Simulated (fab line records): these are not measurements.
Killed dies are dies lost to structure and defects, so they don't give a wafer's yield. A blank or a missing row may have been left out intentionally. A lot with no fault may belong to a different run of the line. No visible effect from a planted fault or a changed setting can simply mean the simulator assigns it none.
Matching of chambers + flow nandHarc + rieDiel-01 running NHARC_P_M0_DESCUM_14: 4 sister chambers
The step chemistry O2, time 3 s. 4 wafers are shown with their chamber, then 10 later ones without.

## WAFERS PAIRED WITH THEIR CHAMBERS
| wafer  | chamber | showerheadPlenumPTorr (Torr) |
|--------|---------|------------------------------|
| L084.1 | 0       | 1.77                         |
| L084.3 | 3       | 1.87                         |
| L085.3 | 1       | 1.96                         |
| L085.4 | 2       | 1.80                         |

## WAFERS WITHOUT THEIR CHAMBER
| wafer  | showerheadPlenumPTorr (Torr) |
|--------|------------------------------|
| L085.5 | 1.96                         |
| L091.1 | 1.80                         |
| L091.2 | 1.77                         |
| L091.3 | 1.95                         |
| L095.3 | 1.79                         |
| L095.4 | 1.95                         |
| L095.6 | 1.85                         |
| L097.1 | 1.85                         |
| L097.2 | 1.95                         |
| L097.5 | 1.76                         |

## WHICH CHAMBER EACH ONE RAN IN
| wafer  | from the rows above     | in truth |
|--------|-------------------------|----------|
| L085.5 | 1                       | 1        |
| L091.1 | 2                       | 2        |
| L091.2 | 0                       | 0        |
| L091.3 | 1                       | 1        |
| L095.3 | can't be placed: 2 or 0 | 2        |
| L095.4 | 1                       | 1        |
| L095.6 | 3                       | 3        |
| L097.1 | 3                       | 3        |
| L097.2 | 1                       | 1        |
| L097.5 | 0                       | 0        |
Correctly placed: 9 of 10. Can't be placed from these rows: 1 (the true chamber is among the candidates in 1). Wrongly placed: 0.
How it was worked out, from the rows above alone: a wafer's distance from a chamber is the root of the sum, over the readings, of the square of ((its reading less the chamber's mean) divided by the reading's scatter). The wafer belongs to the nearest chamber; if the next one is less than 2 further off, it can't be placed. For every chamber, the mean is computed from those of its wafers that are shown. The scatter: root of mean squared gap, hidden wafer to nearest shown wafer, with one shown wafer a chamber.
